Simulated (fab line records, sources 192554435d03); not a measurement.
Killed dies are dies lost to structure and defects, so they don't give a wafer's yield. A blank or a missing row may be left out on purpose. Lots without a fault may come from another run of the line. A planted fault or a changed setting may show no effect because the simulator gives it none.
A struck lot beside a sound one | flow n5_finfet | 36 steps out of a route of 1938
Sound: wafers L610.1, L610.4, L610.5. Struck: wafer L616.4. (L616.2, L616.5 of the same lot were not struck and are left out.) The cause comes at the end.
At each step with rows: each side's tool, then ch and its chambers, then its first start. Under that, the readings that differ: sound wafers | struck wafers | difference of the means | sigmas: that difference in standard deviations of wafers without a fault.
alike: readings whose means differ by less than 2 such deviations, and words and numbers that are the same on both sides. not compared: withheld readings, readings that some wafer has no value for, bounds like >300 that may hide the same value, and numbers for which the record gives no deviation and whose values overlap.
The two part at a step that has a row with sigmas, a row that says differs or no value, or rows on one side only. Numbers that don't overlap but have no deviation are shown without sigmas and don't part them. A reading that every wafer of one side lacks parts them only if that side has two wafers or more.

first, 9 steps without rows for these wafers: N5_BEOL_M7_ALD_77 (deposits TaN, target thk 2 nm, pulse time 2 s, purge time 3 s); N5_BEOL_M7_SURFACE_TREAT_79; N5_BEOL_M7_CVD_78 (deposits Co from CCTBA/H2, target thk 2 nm, time 142.3 s); N5_BEOL_M7_SPUTTER_48 (material Cu, target thk 10 nm, time 1.667 s); N5_BEOL_M7_ECD_50 (material Cu, target thk 300 nm); N5_BEOL_M7_ANNEAL_51 (time 90 s); N5_BEOL_M7_CMP_52 (polishes, stops on SiCOH lowk, t overpolish 6.9 s, target thk 80 nm); N5_BEOL_M7_PRE_CLEAN_55 (time 15 s); N5_BEOL_M7_DEP_56 (deposits SiCN from 3MS/NH3, target thk 10 nm, time 17.5 s).
N5_BEOL_M8_ILD_DEP_00: deposits SiCOH lowk from DEMS/porogen, target thk 179.75 nm, time 33.4 s.
  sound on pecvd-01 ch 1, day 9 21:35; struck on pecvd-01 ch 2, day 11 08:25
  reading                                            | sound           | struck | difference | sigmas
  throttle_valve_pct (%)                             | 15.2 15.6 15.5  | 13.6   | -1.8       | -2
  model.SiCOH_lowk_of_BEOL_M8_ILD_DEP_00.thk_nm (nm) | 176.8 177 177.6 | 171.8  | -5.3       |
  alike: heater_power_w, showerhead_plenum_p_Torr
  not compared: rf_fwd_power_W, since_wet_clean_h
then, 1 step without rows for these wafers: N5_BEOL_M8_CURE_74 (cures SiCOH lowk, time 240 s).
N5_BEOL_M8_THK_MEAS_01:
  sound on film_metro-02, day 9 22:10; struck on film_metro-01, day 11 09:30
  reading         | sound             | struck | difference | sigmas
  M8_ILD_THK (nm) | 152.3 152.6 153.1 | 148.1  | -4.6       | -2
then, 23 steps without rows for these wafers: N5_BEOL_M8_PECVD_70 (deposits SiO2 from TEOS/O2, target thk 20 nm, time 22.7 s); N5_BEOL_M8_HM_DEP_02 (deposits TiN, target thk 20 nm); N5_BEOL_M8_COAT_59 (time 60 s, resist thk 100 nm); N5_BEOL_M8_COAT_60 (time 60 s, resist thk 35 nm); N5_BEOL_M8_COAT_05 (resist thk 90 nm); N5_BEOL_M8_EBR_07; N5_BEOL_M8_SOFTBAKE_06 (time 60 s); N5_BEOL_M8_EXPOSE_08 (exposes mask M8); N5_BEOL_M8_PEB_09 (peb time 60 s); N5_BEOL_M8_DEVELOP_10 (develop time 30 s); N5_BEOL_M8_DESCUM_16 (chemistry O2, time 7.9 s); N5_BEOL_M8_ETCH_61 (etches SiARC in CF4, target depth 45.5 nm, time 75.8 s); N5_BEOL_M8_ETCH_62 (etches SOC in N2/H2, target depth 110 nm, overetch 22 nm, time 165 s); N5_BEOL_M8_STRIP_68 (strips in N2/H2); N5_BEOL_M8_STRIP_67 (strips in CF4); N5_BEOL_M8_HM_OPEN_17 (chemistry Cl2/BCl3, target TiN, target depth 20 nm, overetch 6 nm); N5_BEOL_M8_STRIP_19 (strips in O2); N5_BEOL_M8_COAT_63 (time 60 s, resist thk 60 nm); N5_BEOL_M8_COAT_64 (time 60 s, resist thk 12 nm); N5_BEOL_M8_COAT_71 (time 60 s, resist thk 5 nm); N5_BEOL_M8_COAT_22 (resist thk 30 nm); N5_BEOL_M8_EBR_24; N5_BEOL_M8_SOFTBAKE_23 (time 60 s).
N5_BEOL_M8_CMP_52: polishes, stops on SiCOH lowk, t overpolish 6.9 s, target thk 80 nm.
  sound on cmp-03 ch 1,2, day 10 05:01; struck on cmp-04 ch 3, day 11 15:43
  reading                                            | sound             | struck | difference | sigmas
  model.SiCOH_lowk_of_BEOL_M8_ILD_DEP_00.thk_nm (nm) | 149.4 149.6 150.2 | 145.2  | -4.5       |
  alike: motor_current_A, retaining_ring_pressure_frac

WHERE THEY PART
First at N5_BEOL_M8_ILD_DEP_00; last, within this record, at N5_BEOL_M8_THK_MEAS_01. Later steps at which nothing parts them and some readings are alike: N5_BEOL_M8_CMP_52.

WHY: what the simulator had put in
Process parameter drift: pecvd-01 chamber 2, from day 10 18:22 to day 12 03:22, at N5_BEOL_M8_ILD_DEP_00. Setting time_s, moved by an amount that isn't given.
